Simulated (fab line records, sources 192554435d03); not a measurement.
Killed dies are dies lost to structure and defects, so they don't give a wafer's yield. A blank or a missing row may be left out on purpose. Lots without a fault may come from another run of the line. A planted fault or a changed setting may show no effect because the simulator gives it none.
Split-lot experiment | flow n5_finfet | 7 lots, 21 wafers read, on a route of 1938 steps

THE SPLIT
At N5_MOL_CONTACT_COAG_COAT_76 (time 60 s, resist thk 10 nm), the setting spin_rpm was moved away from the recipe's 1500 rpm on 6 of the 21 wafers read, by -5.9% to +8.3%. The other wafers ran this setting at the recipe's value.

FROM THE SPLIT TO THE READING: what the file shows between them, 8 steps
- N5_MOL_CONTACT_COAG_COAT_78: resist thk 40 nm (also split here: spin_rpm)
- N5_MOL_CONTACT_COAG_EBR_80
- N5_MOL_CONTACT_COAG_SOFTBAKE_79: time 60 s
- N5_MOL_CONTACT_COAG_EXPOSE_81: exposes mask VG, defocus 0 nm
- N5_MOL_CONTACT_COAG_PEB_82: peb time 60 s
- N5_MOL_CONTACT_COAG_DEVELOP_83: develop time 30 s
- N5_MOL_CONTACT_COAG_DESCUM_88: chemistry O2, time 7 s
- N5_MOL_CONTACT_COAG_ETCH_89: etches underlayer in N2/H2, target depth 13 nm, time 10.4 s

THE READING
etch.depth_nm (the simulator's own value, which no gauge read), in nm, at N5_MOL_CONTACT_COAG_ETCH_90 (etches SiARC in CF4, target depth 13 nm, time 21.7 s). The file gives no usual value for it. The 15 wafers here that ran the recipe average 10.010 nm, standard deviation 0.024 nm.

wafer  | tool, chamber at the split | spin_rpm as run, rpm | against the recipe | etch.depth_nm, nm | against lot-mates on the recipe
L076.1 | litho_track-02, 0          | 1500                 | recipe             | 10.01             | -
L076.2 | litho_track-02, 0          | 1433                 | -4.5%              | 10.25             | +0.220
L076.5 | litho_track-02, 0          | 1500                 | recipe             | 10.05             | -
L080.3 | litho_track-02, 0          | 1500                 | recipe             | 9.976             | -
L080.5 | litho_track-02, 0          | 1500                 | recipe             | 9.992             | -
L080.6 | litho_track-02, 0          | 1500                 | recipe             | 9.98              | -
L088.2 | litho_track-03, 0          | 1625                 | +8.3%              | 9.568             | -0.411
L088.5 | litho_track-03, 0          | 1500                 | recipe             | 9.979             | -
L088.6 | litho_track-03, 0          | 1625                 | +8.3%              | 9.58              | -0.399
L089.2 | litho_track-02, 0          | 1500                 | recipe             | 10.03             | -
L089.5 | litho_track-02, 0          | 1500                 | recipe             | 10.05             | -
L089.6 | litho_track-02, 0          | 1500                 | recipe             | 10.04             | -
L092.1 | litho_track-02, 0          | 1586                 | +5.7%              | 9.711             | -0.299
L092.3 | litho_track-02, 0          | 1586                 | +5.7%              | 9.734             | -0.276
L092.4 | litho_track-02, 0          | 1500                 | recipe             | 10.01             | -
L095.1 | litho_track-03, 0          | 1500                 | recipe             | 10.02             | -
L095.4 | litho_track-03, 0          | 1500                 | recipe             | 10.01             | -
L095.6 | litho_track-03, 0          | 1500                 | recipe             | 10.01             | -
L097.2 | litho_track-05, 0          | 1411                 | -5.9%              | 10.28             | +0.283
L097.3 | litho_track-05, 0          | 1500                 | recipe             | 10                | -
L097.6 | litho_track-05, 0          | 1500                 | recipe             | 9.993             | -

THE FIT
A straight line over all 21 wafers: etch.depth_nm changes by -0.0508 nm for each +1% of spin_rpm; r = -0.99; the points scatter about the line by 0.023 nm.
The same after taking each lot's own level away (the mean of its wafers on the recipe; 21 wafers): -0.0489 nm for each +1%; r = -1.00; scatter 0.0095 nm.
On that fit, the largest move of spin_rpm shifts the reading by 0.41 nm.
The lots' own levels span 9.9790 to 10.0400 nm, that is 2.6 times the standard deviation above.
So the lot-to-lot level changes the slope little: the two slopes agree.
Check: with one of the wafers moved furthest among these (+8.3%) left out of the fit, the line predicts -0.407 nm for it against its lot-mates. It came out at -0.411 nm against them.

OTHER SPLITS ON THESE WAFERS
These wafers also went through other splits before the reading. Each is held against what the fit with the lots' levels taken away leaves over:
other split on the same wafers       | wafers away from the commonest value | r with etch.depth_nm (lot level and that fit taken away)
N5_SD_EPI_P_PEB_07 peb_time_s        | 12                                   | -0.16
N5_HKMG_FIN_EXPOSE_09 dose_mj        | 7                                    | -0.15
N5_HKMG_FIN_ETCH_32 source_w         | 9                                    | -0.05
N5_MOL_CONTACT_COAG_COAT_78 spin_rpm | 6                                    | -0.41

THE WHOLE CHAIN: every reading that the file lists as answering this split, in the file's order
step                        | what it does                                         | reading                                                                                   | change (the file's fit)                | r (the file's)
N5_MOL_CONTACT_COAG_COAT_76 | time 60 s, resist thk 10 nm                          | SiARC_of_MOL_CONTACT_COAG_COAT_76.thk_nm (the simulator's own value, which no gauge read) | -0.0417 nm for each +1% of the setting | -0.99
N5_MOL_CONTACT_COAG_ETCH_90 | etches SiARC in CF4, target depth 13 nm, time 21.7 s | etch.depth_nm (the simulator's own value, which no gauge read)                            | -0.0489 nm for each +1% of the setting | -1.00

THE FILE'S OWN FIT
etch.depth_nm changes by -0.0489 nm for each +1% of spin_rpm, r = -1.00.
